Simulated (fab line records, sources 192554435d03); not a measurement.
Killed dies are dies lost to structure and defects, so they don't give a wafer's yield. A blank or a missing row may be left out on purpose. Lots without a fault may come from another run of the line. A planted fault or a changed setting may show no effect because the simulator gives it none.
Which tool did it? | flow n5_finfet | 12 lots, 36 wafers sampled, at 4 steps of a route of 1938

WHAT THE GAUGES READ, wafer by wafer
N5_BEOL_M6_CD_MEAS_11: target cd 38.5 nm.
lot  | measured     | on        | cd_nm (nm)
L075 | day 9 07:20  | cd_sem-01 | 39.9 39.4 39.0
L076 | day 9 13:53  | cd_sem-03 | 38.8 38.8 38.4
L079 | day 10 00:47 | cd_sem-03 | 37.7 38.8 38.1
L082 | day 10 14:14 | cd_sem-03 | 38.0 38.8 38.1
L083 | day 11 08:22 | cd_sem-01 | 38.0 38.8 39.0
L085 | day 11 16:02 | cd_sem-03 | 38.9 39.3 39.0
L086 | day 12 11:59 | cd_sem-03 | 37.8 38.2 38.3
L089 | day 12 18:36 | cd_sem-01 | 37.5 37.8 38.4
L090 | day 12 23:34 | cd_sem-01 | 38.6 38.8 38.9
L093 | day 13 16:33 | cd_sem-03 | 37.8 38.3 38.6
L095 | day 14 10:35 | cd_sem-01 | 38.2 38.0 38.2
L097 | day 14 15:11 | cd_sem-01 | 38.7 38.9 39.1

WHICH TOOL RAN EACH LOT (tool, then ch and the chambers of the sampled wafers, then the start)
lot  | N5_BEOL_M5_SPUTTER_81        | N5_BEOL_M5_ANNEAL_82         | N5_BEOL_M6_PECVD_70
L075 | pvd_sputter-01, day 8 23:49  | pvd_sputter-01, day 8 23:54  | pecvd-04 ch 0,1, day 9 05:15
L076 | pvd_sputter-02, day 9 07:47  | pvd_sputter-02, day 9 07:52  | pecvd-02 ch 0,1,2, day 9 13:19
L079 | pvd_sputter-02, day 9 17:41  | pvd_sputter-02, day 9 17:46  | pecvd-03 ch 0,1,2, day 9 22:54
L082 | pvd_sputter-03, day 10 07:37 | pvd_sputter-03, day 10 07:41 | pecvd-03 ch 0,1,2, day 10 12:37
L083 | pvd_sputter-02, day 10 17:46 | pvd_sputter-02, day 10 17:51 | pecvd-03 ch 0,1,2, day 11 06:31
L085 | pvd_sputter-02, day 11 10:00 | pvd_sputter-02, day 11 10:05 | pecvd-03 ch 0,1, day 11 14:59
L086 | pvd_sputter-02, day 11 23:56 | pvd_sputter-02, day 12 00:01 | pecvd-02 ch 0,2, day 12 11:16
L089 | pvd_sputter-02, day 12 11:31 | pvd_sputter-02, day 12 11:35 | pecvd-03 ch 0,1,2, day 12 16:32
L090 | pvd_sputter-03, day 12 16:29 | pvd_sputter-03, day 12 16:34 | pecvd-02 ch 1,2, day 12 21:46
L093 | pvd_sputter-01, day 13 09:34 | pvd_sputter-01, day 13 09:39 | pecvd-03 ch 0,1, day 13 14:49
L095 | pvd_sputter-02, day 14 04:10 | pvd_sputter-02, day 14 04:15 | pecvd-04 ch 0,2, day 14 09:38
L097 | pvd_sputter-02, day 14 08:48 | pvd_sputter-02, day 14 08:53 | pecvd-02 ch 0,1, day 14 14:13
- N5_BEOL_M5_SPUTTER_81: material Cu, target thk 15 nm, time 27.62 s.
- N5_BEOL_M5_ANNEAL_82: time 1800 s.
- N5_BEOL_M6_PECVD_70: deposits SiO2 from TEOS/O2, target thk 20 nm, time 22.7 s.

THE ANSWER, worked out from the rows above alone
Rule: what is usual is taken from the lots themselves. Put in order of their means at a reading, lots are off if they are a third of the lots or fewer, leave a main group of 4 or more, and stand apart from it by a gap of 3 or more times the standard deviation of the main group's means; of several such gaps the widest counts. A main group whose means are all the same, to the digits that the tables above print for the reading, isn't used. A lot without any number at a reading at which 4 lots or more have one is off too. The other lots that the step has rows for count as sound.
No lot is off at any reading shown: from this, nothing can be told.

WHAT THE SIMULATOR HAD PUT IN
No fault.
